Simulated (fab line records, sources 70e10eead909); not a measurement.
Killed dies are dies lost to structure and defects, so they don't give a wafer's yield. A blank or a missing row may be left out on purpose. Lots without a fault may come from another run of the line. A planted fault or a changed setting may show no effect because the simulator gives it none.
fab line records | flow nand_harc
record lots=12 wafers=36 last_day=25
route steps=1159 shown A_BONDPAD@1085 THIN_TSV@1107 END@1159
lots that met no fault: from a run of the same line without faults
start_h: hours from the record's first day to the start of the lot's first wafer shown | wait_h: hours since the lot's step before | " the same as in the row above | L1.1+2: a row that stands for several wafers | - no value, or no start given | * or withheld: withheld | < > ~ a bound
route shown NAME@n: a module of which the file shows steps, and the number in the route of the first | usual: mean/standard deviation of fault-free wafers | same: alike in all rows | chamber/n: place in a boat | sites: the reading at each site | _std_site: their standard deviation | _edge_site: outer sites' mean less inner sites' | radius_mm: how far each site lies from the wafer's centre | mask NAME#n: copy n | behind: the tool/chamber that last shaped the wafer | hold: why the lot was held/for how many hours/how that ended | device: the transistor (n, p or np) that didn't switch | end of line: the same wafers' tests at the end of the route | a step without rows: its recipe alone | killed: dies lost to structure and defects at the first sort, not the wafer's yield | map: a wafer's dies, x killed, . not, _ none there
set.NAME: the setting as run; set.NAME@STEP: as run at that earlier step | model.NAME: the simulator's own value behind a step, which no gauge read
steps of the route over a sample of lots; a table a step, a row a wafer
services: from which hour (start_h, from the record's first day; less than 0 if before it) a tool's chamber was out of use, for how many hours, and why
## steps
# step NHARC_A_BONDPAD_PVD_27
# recipe target_thk_a=300 chamber_pressure_pa=5 power_w=5000 substrate_temp_c=30 time_s=20.49 material=Cu
# usual throttle_valve_pct=30.8/1.1
# columns lot.wafer tool chamber start_h wait_h throttle_valve_pct
L569.4 pvd_sputter-02 - - - 32.4
L569.1 " - " " 31.0
L569.2 " - " " 31.7
L573.1 pvd_sputter-01 - - - 27.9
L573.4 " - " " 29.8
L573.6 " - " " 27.6
L572.3 pvd_sputter-03 - - - 30.5
L572.4 " - " " 28.8
L572.5 " - " " 29.4
L576.2 pvd_sputter-03 - - - 30.4
L576.3 " - " " 28.9
L576.5 " - " " 30.9
L581.3 pvd_sputter-02 - - - 31.7
L581.1 " - " " 30.9
L581.5 " - " " 30.9
L580.1 pvd_sputter-03 - - - 30.5
L580.6 " - " " 30.0
L580.5 " - " " 30.5
L585.4 pvd_sputter-03 - - - 30.8
L585.3 " - " " 29.9
L585.1 " - " " 30.2
L587.4 pvd_sputter-03 - - - 30.3
L587.5 " - " " 30.4
L587.6 " - " " 29.6
L586.2 pvd_sputter-02 - - - 31.0
L586.4 " - " " 32.4
L586.5 " - " " 31.6
L588.3 pvd_sputter-02 - - - 31.0
L588.4 " - " " 32.4
L588.5 " - " " 30.8
L590.3 pvd_sputter-02 - - - 31.7
L590.6 " - " " 30.5
L590.5 " - " " 31.8
L591.1 pvd_sputter-02 - - - 31.7
L591.5 " - " " 31.1
L591.6 " - " " 32.3
# step NHARC_THIN_TSV_DEP_43
# recipe target_thk_a=13285 temp_c=withheld pressure_torr=6.5 rf_w=900 teos_flow_sccm=161.4 flow_sccm=2650 target_thk_nm=1328.5 gas=O2 material=SiO2
# usual throttle_valve_pct=15.9/0.37
# columns lot.wafer tool chamber start_h wait_h throttle_valve_pct
L569.2 pecvd-03 0 432.17 - 15.7
L569.1 " 2 " " 15.9
L569.4 " 2 " " 15.9
L573.1 pecvd-01 2 436.68 - 16.1
L573.6 " 1 " " 16.2
L573.4 " 2 " " 16.3
L572.3 pecvd-02 1 456.75 - 16.0
L572.5 " 0 " " 15.4
L572.4 " 2 " " 16.0
L576.3 pecvd-03 0 470.28 - 15.5
L576.2 " 1 " " 16.6
L576.5 " 0 " " 15.8
L581.1 pecvd-03 0 495.59 - 15.1
L581.3 " 2 " " 15.4
L581.5 " 2 " " 15.6
L580.1 pecvd-03 2 514.21 - 15.3
L580.5 " 1 " " 16.3
L580.6 " 2 " " 15.4
L585.3 pecvd-01 2 523.34 - 16.4
L585.1 " 1 " " 16.4
L585.4 " 2 " " 16.4
L587.4 pecvd-01 0 532.35 - 16.7
L587.6 " 1 " " 16.3
L587.5 " 2 " " 16.5
L586.2 pecvd-02 0 533.45 - 15.8
L586.4 " 2 " " 16.1
L586.5 " 0 " " 15.6
L588.3 pecvd-02 2 555.04 - 16.2
L588.5 " 1 " " 15.5
L588.4 " 0 " " 15.7
L590.3 pecvd-03 1 566.22 - 16.3
L590.6 " 2 " " 15.5
L590.5 " 1 " " 16.4
L591.1 pecvd-02 2 568.86 - 16.0
L591.6 " 0 " " 16.1
L591.5 " 1 " " 15.6
# step NHARC_THIN_TSV_ETCH_44
# recipe target_depth_a=15942 time_s=797.1 cf4_flow_sccm=150 o2_flow_sccm=10 ar_flow_sccm=0 rf_w=300 bias_w=800 chemistry=CF4/O2
# usual bias_w=800.2/2.3 drypump_motor_current_A=5.5/0.39 oes_product_au=1.003/0.011 rf_vpp_V=792/4.3 showerhead_plenum_p_Torr=1.80/0.067 throttle_valve_pct=16.914/0.0089
# columns lot.wafer tool chamber start_h wait_h bias_w drypump_motor_current_A oes_product_au rf_hours_counter_h rf_vpp_V showerhead_plenum_p_Torr throttle_valve_pct
L569.1 rie_diel-06 1 433.25 0.1 798.8 6.4 1.017 1 797 1.88 16.915
L569.2 " 2 " " 802.3 5.0 0.999 1 787 1.73 16.916
L569.4 " 0 " " 800.7 5.3 1.016 1 797 1.87 16.905
L573.1 rie_diel-13 2 437.76 0.1 799.2 5.3 0.986 10 798 1.91 16.923
L573.4 " 3 " " 799.8 5.6 1.001 10 786 1.72 16.907
L573.6 " 2 " " 797.5 5.3 0.981 - 800 1.91 16.914
L572.3 rie_diel-01 0 457.80 0.1 797.2 5.5 0.993 16 795 1.83 16.927
L572.5 " 0 " " 796.0 5.5 0.989 - 794 1.83 16.922
L572.4 " 1 " " 799.6 5.1 1.009 - 791 1.76 16.915
L576.2 rie_diel-01 0 471.38 0.1 804.3 5.5 0.992 18 794 1.83 16.903
L576.3 " 1 " " 799.0 5.1 1.001 17 791 1.76 16.905
L576.5 " 0 " " 801.4 5.5 0.990 - 794 1.83 16.902
L581.3 rie_diel-06 0 496.72 0.1 801.7 5.3 1.026 5 796 1.87 16.928
L581.1 " 1 " " 803.2 6.4 1.005 5 796 1.88 16.919
L581.5 " 0 " " 804.7 5.4 1.018 - 796 1.87 16.912
L580.1 rie_diel-06 0 515.31 0.2 802.0 5.3 1.017 6 796 1.87 16.907
L580.6 " 2 " " 801.9 5.0 1.014 - 788 1.73 16.915
L580.5 " 3 " " 798.1 5.8 0.992 - 789 1.75 16.908
L585.4 rie_diel-13 0 524.42 0.1 799.2 5.7 1.011 5 789 1.76 16.925
L585.3 " 1 " " 799.8 5.1 0.997 4 787 1.73 16.916
L585.1 " 2 " " 802.3 5.3 1.005 4 798 1.90 16.917
L587.4 rie_diel-06 2 533.46 0.2 804.7 5.0 1.018 8 786 1.73 16.910
L587.6 " 3 " " 796.8 5.8 1.000 - 788 1.75 16.929
L587.5 " 0 " " 800.5 5.4 1.012 - 798 1.87 16.902
L586.2 rie_diel-13 1 534.49 0.1 800.8 5.2 0.994 6 787 1.73 16.916
L586.4 " 3 " " 803.9 5.5 0.993 6 787 1.72 16.917
L586.5 " 2 " " 800.8 5.3 1.002 - 799 1.90 16.913
L588.3 rie_diel-01 0 556.01 0.1 800.9 5.5 1.007 6 794 1.83 16.903
L588.4 " 2 " " 801.2 5.5 1.023 6 795 1.86 16.913
L588.5 " 0 " " 803.3 5.4 1.011 - 794 1.83 16.928
L590.3 rie_diel-13 0 567.22 0.1 804.3 5.8 0.997 8 789 1.76 16.924
L590.5 " 0 " " 802.4 5.8 0.997 - 791 1.76 16.919
L590.6 " 1 " " 798.6 5.2 1.008 - 789 1.73 16.916
L591.1 rie_diel-06 0 570.02 0.2 797.5 5.3 1.010 9 797 1.86 16.914
L591.5 " 1 " " 801.6 6.4 1.010 - 796 1.88 16.914
L591.6 " 2 " " 803.2 5.0 1.022 - 788 1.73 16.912
# step NHARC_THIN_TSV_STRIP_45
# recipe power_w=1500 temp_c=250 chemistry=O2
# usual drypump_motor_current_A=5.70/0.22 heater_power_w=313/44
# columns lot.wafer tool chamber start_h wait_h drypump_motor_current_A heater_power_w rf_hours_counter_h
L569.1 plasma_asher-01 0 434.05 0.1 5.69 376 55
L569.2 " 1 " " 5.36 311 55
L569.4 " 0 " " 5.68 375 -
L573.1 plasma_asher-02 0 438.57 0.2 5.93 238 24
L573.4 " 0 " " 5.94 242 -
L573.6 " 1 " " 5.88 332 -
L572.4 plasma_asher-02 1 459.00 0.3 5.86 332 -
L572.3 " 0 " " 5.95 240 -
L572.5 " 0 " " 5.95 234 -
L576.2 plasma_asher-02 1 472.16 0.1 5.87 333 38
L576.3 " 0 " " 5.93 242 -
L576.5 " 0 " " 5.91 243 -
L581.1 plasma_asher-02 0 497.52 0.1 - - -
L581.3 " 1 " " - - -
L581.5 " 1 " " - - -
L580.1 plasma_asher-02 1 516.03 0.1 - - -
L580.6 " 0 " " - - -
L580.5 " 1 " " - - -
L585.1 plasma_asher-01 0 525.45 0.3 5.62 344 21
L585.4 " 0 " " 5.67 350 -
L585.3 " 1 " " 5.39 311 -
L587.4 plasma_asher-01 0 534.17 0.2 5.71 347 -
L587.6 " 0 " " 5.67 343 -
L587.5 " 1 " " 5.37 306 -
L586.2 plasma_asher-02 0 535.32 0.1 5.93 241 59
L586.4 " 0 " " 5.93 248 -
L586.5 " 1 " " 5.87 338 -
L588.3 plasma_asher-02 0 556.85 0.2 5.92 250 -
L588.4 " 1 " " 5.86 344 -
L588.5 " 0 " " 5.93 244 -
L590.3 plasma_asher-02 1 568.26 0.2 5.88 351 -
L590.5 " 0 " " 5.92 248 -
L590.6 " 1 " " 5.88 354 -
L591.1 plasma_asher-01 1 570.68 0.1 5.38 317 37
L591.5 " 0 " " 5.69 347 -
L591.6 " 1 " " 5.38 323 -
# step NHARC_END_SORT_01
# recipe temp_c=25
# usual defect_limited_yield=95.3/1.3 killed_at_array=28/8.6 killed_at_other=0.7/1.2 killed_at_periphery=3.1/2.3 killed_dies=32/8.7 killed_open=3.2/1.7 killed_short=2.0/1.5 sort_bin_2_pct=1.5/0.58 sort_bin_3_pct=0.28/0.22 sort_bin_4_pct=3.0/0.86 sort_n_pass=645/8.7 sort_rim_yield_pct=97.8/1.4 sort_yield_pct=95.3/1.3
# same gross_dies=677 sort_bin_5_pct[%]=0 sort_bin_6_pct[%]=0 sort_bin_7_pct[%]=0 sort_bin_8_pct[%]=0 sort_rim_n_gross=106.00
# columns lot.wafer tool chamber start_h wait_h defect_limited_yield[%] killed_at_array killed_at_other killed_at_periphery killed_dies killed_open killed_short sort_bin_2_pct[%] sort_bin_3_pct[%] sort_bin_4_pct[%] sort_n_pass sort_rim_yield_pct[%] sort_yield_pct[%]
L581.1 prober-02 0 515.05 2.5 0 38 636 3 677 3 3 94.8 0.44 4.7 0 0 0
L581.3 prober-02 0 516.63 3.1 0 36 637 4 677 4 2 96.3 0.44 3.2 0 0 0
L581.5 prober-02 0 518.20 3.7 0 29 648 0 677 3 5 97.2 0.44 2.4 0 0 0
L580.1 prober-02 0 530.03 2.5 0 30 646 1 677 5 2 97.5 0.44 2.1 0 0 0
L580.5 prober-02 0 533.25 3.7 0 42 634 1 677 6 2 96.2 0.59 3.2 0 0 0
L580.6 prober-02 0 534.05 4.0 0 34 642 1 677 5 6 96.2 0.74 3.1 0 0 0
L586.2 prober-02 0 554.92 2.8 95.0 31 0 3 34 1 0 1.3 0.30 3.4 643 97.2 95.0
L586.4 prober-02 0 556.55 3.4 95.3 28 0 4 32 3 1 0.9 0.15 3.7 645 99.1 95.3
L586.5 prober-02 0 557.36 3.7 94.5 34 0 3 37 4 2 1.5 0.30 3.7 640 96.2 94.5
# killed by level:class
L581.1 THIN_TSV:area_strip=636 A_SLIT:chamber_film_flake=18 A_CHANNEL_HOLE_D1:chamber_film_flake=6 A_STAIRCASE:chamber_film_flake=4 A_CONTACT:chamber_film_flake=4 A_WL_FILL:geometric_particle:short=2 P_CONTACT:geometric_particle:open=1 A_CHANNEL_FILL_D1:geometric_particle:open=1
L581.3 THIN_TSV:area_strip=637 A_SLIT:chamber_film_flake=21 A_CHANNEL_HOLE_D1:chamber_film_flake=7 A_CONTACT:chamber_film_flake=3 P_GATE:geometric_particle:open=1 P_CONTACT:geometric_particle:open=1 P_M2:geometric_particle:open=1 A_ONON_D1:geometric_particle:open=1
L581.5 THIN_TSV:area_strip=648 A_SLIT:chamber_film_flake=13 A_CONTACT:chamber_film_flake=4 A_CHANNEL_HOLE_D1:chamber_film_flake=2 A_STAIRCASE:chamber_film_flake=2 A_SOURCE_PLATE:geometric_particle:short=1 A_SOURCE_PLATE:geometric_particle:open=1 A_ONON_D1:geometric_particle:open=1
L580.1 THIN_TSV:area_strip=646 A_SLIT:chamber_film_flake=14 A_CONTACT:chamber_film_flake=6 A_CHANNEL_HOLE_D1:chamber_film_flake=3 A_CONTACT:geometric_particle:open=2 A_CONTACT:geometric_particle:short=2 P_M2:geometric_particle:open=1 A_SGD_CUT:geometric_particle:open=1
L580.5 THIN_TSV:area_strip=634 A_SLIT:chamber_film_flake=17 A_CONTACT:chamber_film_flake=8 A_CHANNEL_HOLE_D1:chamber_film_flake=7 A_CONTACT:geometric_particle:open=3 A_STAIRCASE:chamber_film_flake=2 A_SOURCE_PLATE:geometric_particle:open=1 A_ONON_D1:geometric_particle:short=1
L580.6 THIN_TSV:area_strip=642 A_SLIT:chamber_film_flake=13 A_CHANNEL_HOLE_D1:chamber_film_flake=4 A_CONTACT:chamber_film_flake=4 A_M0:geometric_particle:short=2 A_WL_FILL:chamber_film_flake=2 P_M1:geometric_particle:open=1 A_ONON_D1:geometric_particle:open=1
L586.2 A_CHANNEL_HOLE_D1:chamber_film_flake=21 A_STAIRCASE:chamber_film_flake=4 P_ZERO_WELL:chamber_film_flake=2 A_CONTACT:chamber_film_flake=2 A_BONDPAD:chamber_film_flake=2 A_CONTACT:geometric_particle:open=1 P_GATE:chamber_film_flake=1 A_WL_FILL:chamber_film_flake=1
L586.4 A_CHANNEL_HOLE_D1:chamber_film_flake=19 P_ZERO_WELL:chamber_film_flake=2 A_CONTACT:chamber_film_flake=2 A_BONDPAD:chamber_film_flake=2 P_CONTACT:geometric_particle:open=1 P_M2:geometric_particle:open=1 A_ONON_D1:geometric_particle:short=1 A_M0:geometric_particle:open=1
L586.5 A_CHANNEL_HOLE_D1:chamber_film_flake=22 A_CONTACT:chamber_film_flake=3 A_CONTACT:geometric_particle:open=2 P_ZERO_WELL:chamber_film_flake=2 A_STAIRCASE:chamber_film_flake=2 P_CONTACT:geometric_particle:open=1 A_ONON_D1:geometric_particle:short=1 A_CHANNEL_HOLE_D1:geometric_particle:short=1
## services
# columns tool chamber start_h hours kind
pvd_sputter-01 - 415.18 3.1 repair
rie_diel-06 - 418.21 9.0 pm
pecvd-01 - 418.61 13.0 pm
pvd_sputter-03 - 426.72 1.4 repair
pecvd-01 1 444.23 15.7 repair
rie_diel-13 - 453.03 9.0 pm
plasma_asher-01 - 453.33 9.0 pm
rie_diel-01 2 457.54 3.1 repair
pvd_sputter-03 - 458.03 10.0 pm
pecvd-03 - 460.10 1.2 repair
rie_diel-01 2 472.67 1.6 repair
pecvd-03 - 473.28 13.0 pm
plasma_asher-02 - 478.47 0.9 repair
pvd_sputter-03 - 489.15 2.4 repair
rie_diel-01 - 491.80 9.0 pm
pvd_sputter-01 - 514.09 10.0 pm
pecvd-02 - 515.24 13.0 pm
rie_diel-06 - 534.76 0.4 repair
rie_diel-13 - 535.74 0.4 repair
plasma_asher-02 - 537.04 9.0 pm
pecvd-01 2 549.58 3.9 repair
plasma_asher-02 - 553.59 1.7 repair
rie_diel-13 3 566.29 6.7 repair
pvd_sputter-02 - 570.00 10.0 pm
## key
first_sign step=NHARC_THIN_TSV_STRIP_45 reading=tool_record direction=missing
effect step=NHARC_END_SORT_01 reading=killed_at_other direction=up sigmas=99+ usual=0.7 struck=640.5
more_kills_born_at NHARC_THIN_TSV_STRIP_45@plasma_asher-02=3843
met_at NHARC_THIN_TSV_STRIP_45
struck_lots L580,L581
later_rows_left_out L580.1,L580.5,L580.6,L581.1,L581.3,L581.5
not_acting_at NHARC_A_BONDPAD_PVD_27,NHARC_THIN_TSV_DEP_43,NHARC_THIN_TSV_ETCH_44
onset_between 472.16 497.52
fault kind=skipped_step_whole tool=plasma_asher-02 chamber=- onset_h=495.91 steps=NHARC_THIN_TSV_STRIP_45 scope=struck_lots_only
# later_rows_left_out: the simulator's readings of these wafers behind a module that went badly wrong aren't trusted and aren't shown, but for the sort
